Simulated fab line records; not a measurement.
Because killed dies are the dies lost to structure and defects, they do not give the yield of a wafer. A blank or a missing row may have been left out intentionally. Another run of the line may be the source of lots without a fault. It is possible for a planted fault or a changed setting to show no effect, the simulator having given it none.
The same fault as seen by 2 desks	flow n5-finfet	what lay behind the numbers comes last; until then each desk has only its own

## THE METROLOGY DESK
What the gauges read, lot by lot, whatever tool the lot ran on: means of the sampled wafers that have a number. The brackets show how far a lot's mean lies from the usual mean; more than 4 standard deviations puts the lot out of limits, marked OUT.
Columns: A = cd-nm at N5_BEOL_M6_CD_MEAS_28, usual 39.93 nm
lot	first seen here	A
L160	day 9 03:13	39.80
L159	day 9 12:43	39.59
L163	day 10 04:09	40.16
L164	day 10 07:16	39.73
L165	day 10 19:46	39.78
L174	day 12 17:02	40.05
L177	day 13 17:14	39.74
L178	day 13 17:30	39.99
L179	day 13 20:22	39.95
L180	day 14 16:47	40.07
This desk's verdict: no lot among the 10 shows anything out of limits.

## TOOL OWNER'S DESK, litho-track-02
The tool's own readings at N5_BEOL_M6_COAT_71 (time 60 s, resist thk 5 nm): means of the sampled wafers that have a number, for each lot that ran on this tool. The brackets show how far a lot's mean lies from the usual mean; more than 4 standard deviations puts the lot out of limits, marked OUT.
Columns: A = spin-speed-rpm at N5_BEOL_M6_COAT_71, usual 1499.7 rpm
lot	first seen here	A
L159	day 9 12:23	1498.9
L163	day 10 03:53	1499.7
L164	day 10 07:00	1248.2 (-99 or more) OUT
L165	day 10 19:29	1248.5 (-99 or more) OUT
L178	day 13 17:07	1499.8
L179	day 13 19:58	1500.0
L180	day 14 16:31	1499.9
This desk finds L164, L165 out of limits, L164 being first, at day 10 07:00 (spin-speed-rpm at N5_BEOL_M6_COAT_71). Within limits: L159, L163, L178, L179, L180.

## TAKEN TOGETHER
An alarm could have come from the tool owner's desk at day 10 07:00, on L164, L165.
The metrology desk saw nothing out of limits.
The metrology desk has L164, L165 on record, within its limits.
N5_BEOL_M6_COAT_71 was run on litho-track-02 by each of the lots named.

## WHAT HAD BEEN PUT IN BY THE SIMULATOR
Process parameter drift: litho-track-02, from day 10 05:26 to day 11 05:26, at N5_BEOL_M6_COAT_71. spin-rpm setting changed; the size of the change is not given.
Shown lots that were struck: L164, L165.
Hours from the fault's start to each desk's first reading out of limits: the tool owner's desk, 2.
